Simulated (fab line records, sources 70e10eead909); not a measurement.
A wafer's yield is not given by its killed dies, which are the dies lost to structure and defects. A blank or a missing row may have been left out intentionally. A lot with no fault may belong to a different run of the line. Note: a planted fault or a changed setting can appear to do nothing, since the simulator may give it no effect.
What tool caused it? + flow nand_harc + 18 wafers from 6 lots sampled at 4 of the route's 1159 steps

WHAT EACH GAUGE READ, for each wafer
NHARC_P_M0_CD_MEAS_09: the cd target is 90 nm.
| lot  | measured     | on        | cd_nm (nm)     |
|------|--------------|-----------|----------------|
| L826 | day 6 10:58  | cd_sem-01 | 90.3 89.8 89.9 |
| L828 | day 6 14:37  | cd_sem-03 | 90.0 90.4 90.1 |
| L832 | day 8 02:56  | cd_sem-01 | 89.8 90.1 90.1 |
| L842 | day 10 06:17 | cd_sem-03 | 89.1 89.7 90.1 |
| L846 | day 10 23:58 | cd_sem-02 | 90.3 89.6 90.0 |
| L848 | day 11 07:46 | cd_sem-02 | 90.1 90.6 90.6 |

WHICH TOOL RAN EACH LOT (tool, then ch and the chambers of the sampled wafers, then the start)
| lot  | NHARC_P_CONTACT_ETCH_36                       | NHARC_P_CONTACT_CVD_23                   | NHARC_P_M0_PEB_07                 |
|------|-----------------------------------------------|------------------------------------------|-----------------------------------|
| L826 | rie_diel-13 ch 0,2,3, day 6 10:11 or earlier  | cvd_w-02 ch 0,1, day 6 10:11 or earlier  | litho_track-04 ch 0, day 6 10:53  |
| L828 | rie_diel-13 ch 1,2, day 6 13:43 or earlier    | cvd_w-02 ch 0,1, day 6 13:43 or earlier  | litho_track-06 ch 0, day 6 14:32  |
| L832 | rie_diel-13 ch 0,1,2, day 8 02:10 or earlier  | cvd_w-01 ch 0, day 8 02:10 or earlier    | litho_track-04 ch 0, day 8 02:52  |
| L842 | rie_diel-13 ch 0,1,2, day 10 05:30 or earlier | cvd_w-02 ch 0,1, day 10 05:30 or earlier | litho_track-06 ch 0, day 10 06:12 |
| L846 | rie_diel-13 ch 0,2,3, day 10 22:44 or earlier | cvd_w-02 ch 0,1, day 10 22:44 or earlier | litho_track-01 ch 0, day 10 23:53 |
| L848 | rie_diel-12 ch 1,2, day 11 06:58 or earlier   | cvd_w-02 ch 0,1, day 11 06:58 or earlier | litho_track-06 ch 0, day 11 07:41 |
- NHARC_P_CONTACT_ETCH_36: etches the open film in N2/H2, target depth 260 nm, time 406.25 s.
- NHARC_P_CONTACT_CVD_23: deposits W, target thk 200 nm, time 557 s.
- NHARC_P_M0_PEB_07: peb time 65 s.

THE ANSWER, worked out from the rows above alone
Rule: what is usual is taken from the lots themselves. Put in order of their means at a reading, lots are off if they are a third of the lots or fewer, leave a main group of 4 or more, and stand apart from it by a gap of 3 or more times the standard deviation of the main group's means; of several such gaps the widest counts. A main group is skipped when, at the precision printed for the reading in the tables above, its means are all equal. A lot without any number at a reading at which 4 lots or more have one is off too. The other lots that the step has rows for count as sound.
None of the lots is off at any reading shown; this tells nothing.

WHAT THE SIMULATOR HAD INSERTED
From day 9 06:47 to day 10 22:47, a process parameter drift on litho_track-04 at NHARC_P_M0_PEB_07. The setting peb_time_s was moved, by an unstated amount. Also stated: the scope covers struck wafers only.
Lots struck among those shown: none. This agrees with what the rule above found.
